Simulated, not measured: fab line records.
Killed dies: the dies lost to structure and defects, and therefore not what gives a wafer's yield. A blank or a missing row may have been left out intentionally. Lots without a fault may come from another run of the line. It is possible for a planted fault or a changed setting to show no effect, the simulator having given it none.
fab line records	flow n5-finfet
record: lots: 14	wafers: 42	last-day: 18
route steps=1938 shown BEOL_M5@1186 BEOL_M6@1206
lots that met no fault: from a run of the same line without faults
start-h: the number of hours between the record's first day and the start of the first shown wafer of the lot	wait-h: hours elapsed since this lot's preceding step	" repeats the value in the row above	L1.1+2: a row that stands for several wafers	- either no value or no given start	* or withheld: withheld	< > ~ a bound
route shown NAME@n: NAME is a module with steps in the file, n the number in the route of the first one	usual: mean/standard deviation taken from wafers without a fault	same: alike in all rows	chamber/n: place in a boat	sites: each site's reading	_std_site: the standard deviation of these	_edge_site: inner sites' mean taken away from outer sites' mean	radius-mm: how far each site lies from the wafer's centre	mask NAME#n: copy n	behind: the tool/chamber that last shaped the wafer	hold: cause of the lot's hold/its duration in hours/its outcome	device: which transistor (n, p or np) failed to switch	end of line: at the end of the route, the tests of the same wafers	a step without rows: its recipe alone	killed: the dies lost at the first sort to structure and to defects; this is not the yield of the wafer	map: dies across one wafer; x = killed, . = not, _ = none there
set.NAME: the run value of the setting; set.NAME@STEP: its run value at that earlier step	model.NAME: the simulator's own value behind a step, which no gauge read
one table for each step of the route and one row for each wafer, over a sample of lots
services: a tool's chamber out of use, with start hour (start-h, from the record's first day; less than 0 if before it), hours out, and reason
== steps ==
step: N5_BEOL_M5_CMP_52
recipe: stop-on: SiCOH_lowk	t-overpolish-s: 6.9	down-force-psi: 1	platen-rpm: 50	clearing-platen-down-force-psi: 1.5	clearing-platen-rpm: 50	post-cmp-clean: cu-alkaline	target-thk-nm: 62	clearing-platen-pad-velocity-m-s: 0.99484	pad-velocity-m-s: 0.99484
usual: barrier-field-endpoint-s: 24.8/0.65	motor-current-A: 6.4/0.46	overpolish-run-s: 6.901/0.0094	retaining-ring-pressure-frac: 1.000/0.005	time-to-endpoint-s: 63/3.5
lot.wafer	tool	chamber	start-h	wait-h	barrier-field-endpoint-s	motor-current-A	overpolish-run-s	retaining-ring-pressure-frac	time-to-endpoint-s
L363.2	cmp-01	3	197.47	0.2	24.5	6.1	6.911	0.996	65
L363.3	"	1	"	"	24.8	6.4	6.897	1.005	66
L363.5	"	2	"	"	23.9	6.2	6.922	1.003	61
L362.2	cmp-01	3	199.94	0.2	25.7	6.3	6.906	1.002	71
L362.6	"	3	"	"	25.1	6.1	6.885	0.998	69
L362.5	"	0	"	"	25.8	5.8	6.898	0.990	71
L365.1	cmp-01	0	213.19	0.3	25.7	5.6	6.909	0.999	66
L365.2	"	1	"	"	24.6	6.5	6.905	1.004	62
L365.5	"	0	"	"	25.4	6.0	6.879	1.002	68
L366.4	cmp-02	2	220.04	0.2	24.1	6.9	6.893	1.011	61
L366.1	"	0	"	"	24.7	6.3	6.888	1.003	65
L366.6	"	1	"	"	23.9	6.9	6.912	1.002	58
L375.4	cmp-02	2	276.62	0.2	26.0	6.9	6.899	0.997	68
L375.1	"	3	"	"	25.4	6.4	6.906	1.004	66
L375.5	"	0	"	"	26.1	6.1	6.893	0.994	70
L378.4	cmp-01	1	277.75	0.2	24.7	6.3	6.895	1.001	62
L378.2	"	2	"	"	23.3	5.7	6.904	1.011	57
L378.6	"	1	"	"	24.1	6.8	6.905	0.995	62
L376.1	cmp-01	3	284.87	0.3	24.6	6.1	6.903	1.007	62
L376.3	"	0	"	"	24.4	6.2	6.911	1.002	60
L376.6	"	0	"	"	25.2	5.7	6.889	1.003	62
L377.1	cmp-02	2	289.85	0.3	25.0	7.0	6.899	0.992	63
L377.3	"	3	"	"	24.6	6.6	6.911	0.995	61
L377.5	"	1	"	"	25.1	6.8	6.893	0.992	61
L379.1	cmp-02	0	293.30	0.3	24.9	6.5	6.892	0.997	66
L379.6	"	2	"	"	25.1	6.8	6.910	1.005	63
L379.5	"	3	"	"	24.5	6.3	6.886	1.000	61
L380.4	cmp-03	3	293.67	0.2	25.9	6.5	6.909	1.005	62
L380.5	"	0	"	"	26.0	5.6	6.892	1.001	65
L380.6	"	1	"	"	24.9	6.9	6.897	0.998	59
L381.2	cmp-02	1	297.64	0.2	24.3	6.8	6.894	0.998	61
L381.4	"	0	"	"	25.4	6.1	6.904	1.001	66
L381.5	"	2	"	"	25.0	6.8	6.902	0.999	64
L382.2	cmp-03	3	312.71	0.3	24.6	6.9	6.907	1.001	57
L382.4	"	0	"	"	25.3	5.8	6.898	1.001	66
L382.6	"	2	"	"	26.1	5.8	6.890	0.991	62
L383.4	cmp-03	3	323.24	0.2	24.5	6.6	6.898	1.000	62
L383.1	"	0	"	"	25.2	6.1	6.891	1.002	69
L383.5	"	2	"	"	25.0	6.4	6.905	1.002	68
L384.2	cmp-02	2	330.78	0.5	24.6	7.0	6.906	1.000	60
L384.4	"	3	"	"	24.7	6.2	6.883	1.004	60
L384.6	"	2	"	"	24.1	7.0	6.888	1.002	59
step: N5_BEOL_M6_DEVELOP_10
recipe: develop-time-s: 30	developer: TMAH	resist: CAR-ArF	rinse-liquid: diw	dry: air-spin	dev-temp-c: 23
usual: chill-plate-temp-C: 22.99/0.11	develop-time-s: 30/0
lot.wafer	tool	chamber	start-h	wait-h	chill-plate-temp-C	develop-time-s
L363.2	litho-track-02	0	200.01	-	23.07	30
L363.3	"	0	"	"	23.01	30
L363.5	"	0	"	"	22.94	30
L362.2	litho-track-04	0	202.45	-	23.06	30
L362.5	"	0	"	"	23.11	30
L362.6	"	0	"	"	23.03	30
L365.1	litho-track-03	0	216.70	-	23.03	30
L365.2	"	0	"	"	22.84	30
L365.5	"	0	"	"	23.01	30
L366.1	litho-track-04	0	222.16	-	23.14	30
L366.4	"	0	"	"	23.23	30
L366.6	"	0	"	"	23.10	30
L375.1	litho-track-04	-	280.63	-	-	-
L375.4	"	-	"	"	-	-
L375.5	"	-	"	"	-	-
L378.2	litho-track-03	0	280.79	-	23.28	30
L378.4	"	0	"	"	23.17	30
L378.6	"	0	"	"	23.15	30
L376.1	litho-track-04	-	287.84	-	-	-
L376.3	"	-	"	"	-	-
L376.6	"	-	"	"	-	-
L377.1	litho-track-03	0	293.69	-	23.04	30
L377.3	"	0	"	"	23.12	30
L377.5	"	0	"	"	22.95	30
L379.1	litho-track-04	0	296.02	-	23.09	30
L379.5	"	0	"	"	22.97	30
L379.6	"	0	"	"	23.10	30
L380.4	litho-track-04	0	296.51	-	22.93	30
L380.5	"	0	"	"	22.75	30
L380.6	"	0	"	"	22.81	30
L381.2	litho-track-03	0	301.05	-	22.89	30
L381.4	"	0	"	"	22.95	30
L381.5	"	0	"	"	22.79	30
L382.2	litho-track-03	0	316.56	-	23.06	30
L382.4	"	0	"	"	22.98	30
L382.6	"	0	"	"	23.06	30
L383.1	litho-track-04	0	326.17	-	22.90	30
L383.4	"	0	"	"	22.89	30
L383.5	"	0	"	"	22.92	30
L384.2	litho-track-03	0	334.48	-	22.83	30
L384.4	"	0	"	"	23.02	30
L384.6	"	0	"	"	22.91	30
step: N5_BEOL_M6_OVL_MEAS_12
recipe: points-per-wafer: 44
usual: M6_OVL: 0.4/0.72
lot.wafer	tool	chamber	start-h	wait-h	M6_OVL[nm]
L363.2	overlay-02	0	200.10	0.0	-0.9
L363.3	"	0	"	"	0.6
L363.5	"	0	"	"	0.8
L362.2	overlay-01	0	202.54	0.0	0.3
L362.5	"	0	"	"	1.6
L362.6	"	0	"	"	0.7
L365.1	overlay-02	0	216.78	0.0	-1.8
L365.2	"	0	"	"	-0.1
L365.5	"	0	"	"	-0.5
L366.1	overlay-01	0	222.25	0.0	-0.5
L366.4	"	0	"	"	-0.4
L366.6	"	0	"	"	-1.0
L375.1	overlay-01	0	280.72	0.0	-
L375.4	"	0	"	"	-
L375.5	"	0	"	"	-
L378.2	overlay-01	0	280.88	0.0	1.2
L378.4	"	0	"	"	1.4
L378.6	"	0	"	"	1.4
L376.1	overlay-02	0	287.93	0.0	-
L376.3	"	0	"	"	-
L376.6	"	0	"	"	-
L377.1	overlay-02	0	293.78	0.0	0.6
L377.3	"	0	"	"	0.6
L377.5	"	0	"	"	1.3
L379.1	overlay-01	0	296.11	0.0	1.0
L379.5	"	0	"	"	1.4
L379.6	"	0	"	"	1.1
L380.4	overlay-01	0	296.60	0.0	0.1
L380.5	"	0	"	"	0.5
L380.6	"	0	"	"	0.1
L381.2	overlay-02	0	301.14	0.0	0.1
L381.4	"	0	"	"	0.0
L381.5	"	0	"	"	-0.4
L382.2	overlay-01	0	316.65	0.0	0.3
L382.4	"	0	"	"	0.7
L382.6	"	0	"	"	0.9
L383.1	overlay-02	0	326.26	0.0	0.0
L383.4	"	0	"	"	0.8
L383.5	"	0	"	"	-0.9
L384.2	overlay-01	0	334.57	0.0	-0.1
L384.4	"	0	"	"	0.1
L384.6	"	0	"	"	0.2
step: N5_BEOL_M6_STRIP_19
recipe: chemistry: O2	power-w: 400	temp-c: 40	pressure-mtorr: 30	rf-frequency-hz: 6e+07	bias-power-w: 0	overash-fraction: 0.2	o2-flow-sccm: 225
usual: drypump-motor-current-A: 6.0/0.51	oes-product-au: 0.79/0.091	rf-vpp-V: 3.7/0.57	showerhead-plenum-p-Torr: 2.14/0.079	throttle-valve-pct: 16.56/0.24
same: overash-fraction: 0.2
lot.wafer	tool	chamber	start-h	wait-h	drypump-motor-current-A	oes-product-au	rf-hours-counter-h	rf-vpp-V	showerhead-plenum-p-Torr	throttle-valve-pct
L363.2	rie-diel-02	1	200.54	0.1	6.6	0.91	29	3.7	2.22	16.24
L363.3	"	0	"	"	6.2	0.70	213	4.0	2.15	16.39
L363.5	"	2	"	"	5.7	0.80	-	2.9	2.11	16.60
L362.2	rie-diel-01	1	203.02	0.1	6.2	0.81	101	4.9	2.21	16.69
L362.5	"	3	"	"	5.1	0.82	-	3.2	2.02	16.28
L362.6	"	0	"	"	6.8	0.72	-	2.7	2.08	16.78
L365.1	rie-diel-05	2	217.42	0.3	5.5	0.70	202	4.1	2.17	16.89
L365.2	"	1	"	"	6.5	0.69	217	3.2	2.06	16.33
L365.5	"	2	"	"	5.6	0.70	-	3.9	2.17	16.88
L366.1	rie-diel-02	2	222.86	0.1	5.7	0.79	102	3.8	2.10	16.60
L366.4	"	3	"	"	6.0	0.90	47	3.6	2.24	16.75
L366.6	"	1	"	"	6.5	0.91	-	3.8	2.21	16.23
L375.1	rie-diel-02	2	281.20	0.1	5.6	0.78	120	3.0	2.10	16.65
L375.4	"	0	"	"	6.3	0.68	238	4.6	2.14	16.43
L375.5	"	1	"	"	6.5	0.86	-	3.5	2.21	16.25
L378.2	rie-diel-02	0	281.33	0.1	6.3	0.68	238	4.3	2.14	16.45
L378.4	"	3	"	"	6.0	0.87	65	3.3	2.23	16.78
L378.6	"	1	"	"	6.5	0.87	-	2.6	2.21	16.28
L376.1	rie-diel-02	3	288.79	0.2	6.0	0.86	68	3.8	2.23	16.79
L376.3	"	0	"	"	6.2	0.68	241	3.4	2.14	16.43
L376.6	"	2	"	"	5.6	0.76	-	4.6	2.10	16.62
L377.1	rie-diel-02	3	294.23	0.1	6.0	0.88	69	4.6	2.23	16.78
L377.3	"	0	"	"	6.3	0.68	242	4.1	2.14	16.45
L377.5	"	1	"	"	6.5	0.86	-	5.0	2.20	16.25
L379.1	rie-diel-02	3	297.33	0.2	6.0	0.85	71	4.0	2.23	16.79
L379.5	"	0	"	"	6.2	0.68	-	4.0	2.14	16.46
L379.6	"	3	"	"	6.0	0.86	-	3.1	2.23	16.78
L380.4	rie-diel-01	3	297.77	0.1	5.1	0.79	92	3.7	2.01	16.32
L380.5	"	1	"	"	6.2	0.78	-	3.7	2.20	16.74
L380.6	"	0	"	"	6.8	0.70	-	3.3	2.07	16.82
L381.2	rie-diel-05	0	301.80	0.1	5.6	0.92	31	2.6	2.15	16.68
L381.4	"	0	"	"	5.6	0.92	-	2.6	2.15	16.68
L381.5	"	3	"	"	6.2	0.92	-	3.5	2.25	16.42
L382.2	rie-diel-05	2	317.13	0.1	5.5	0.69	238	3.3	2.15	16.99
L382.4	"	0	"	"	5.6	0.91	-	3.8	2.15	16.69
L382.6	"	3	"	"	6.2	0.90	-	3.6	2.25	16.44
L383.1	rie-diel-05	1	326.76	0.1	6.5	0.96	2	3.9	2.05	15.91
L383.4	"	3	"	"	6.2	0.89	32	3.0	2.25	16.43
L383.5	"	3	"	"	6.2	0.89	-	4.6	2.25	16.43
L384.2	rie-diel-05	2	335.58	0.1	5.6	0.67	244	2.7	2.15	16.98
L384.4	"	0	"	"	5.6	0.89	44	3.2	2.14	16.73
L384.6	"	1	"	"	6.5	0.94	-	3.6	2.04	15.91
== services ==
tool	chamber	start-h	hours	kind
cmp-02	-	183.85	5.1	pm
rie-diel-01	1	200.33	1.6	repair
rie-diel-05	0	203.00	-	clean
cmp-03	-	211.73	4.0	pm
cmp-02	-	220.59	2.2	repair
cmp-02	-	235.42	0.2	repair
cmp-02	-	237.66	1.6	repair
rie-diel-05	2	248.35	14.3	repair
rie-diel-01	2	252.54	8.2	repair
cmp-02	-	260.11	0.7	repair
cmp-02	-	266.84	2.7	repair
cmp-02	-	277.51	4.0	pm
cmp-02	-	281.51	-	consumable-replace:conditioner
cmp-02	-	281.51	-	consumable-replace:pad
cmp-03	-	292.90	0.4	repair
rie-diel-02	2	306.72	4.8	repair
rie-diel-02	0	313.32	-	clean
rie-diel-02	0	313.32	-	consumable-replace:focus-ring
rie-diel-02	0	313.32	30.2	scheduled-down
rie-diel-02	0	313.32	30.2	vent-cycle
rie-diel-02	3	317.48	4.5	repair
rie-diel-02	3	329.20	11.3	repair
rie-diel-02	2	332.84	7.0	repair
cmp-01	-	333.86	4.0	pm
== key ==
first-sign: step: N5_BEOL_M6_DEVELOP_10	reading: tool-record	direction: missing
effect none on later readings
met-at N5_BEOL_M6_DEVELOP_10
struck-lots L375,L376
later-rows-left-out L375.1,L375.4,L375.5,L376.1,L376.3,L376.6
sort-left-out L375.1,L375.4,L375.5,L376.1,L376.3,L376.6
not-acting-at N5_BEOL_M5_CMP_52,N5_BEOL_M6_OVL_MEAS_12,N5_BEOL_M6_STRIP_19
onset-between 222.16 280.63
fault: kind: skipped-step-whole	tool: litho-track-04	chamber: -	onset-h: 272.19	steps: N5_BEOL_M6_DEVELOP_10	scope: struck-lots-only
sort-left-out: the simulated sort isn't trusted on such a fault, so these wafers' sort isn't shown, and their yield isn't known
later-rows-left-out: the simulator's readings of these wafers behind a module that went badly wrong aren't trusted and aren't shown, but for the sort
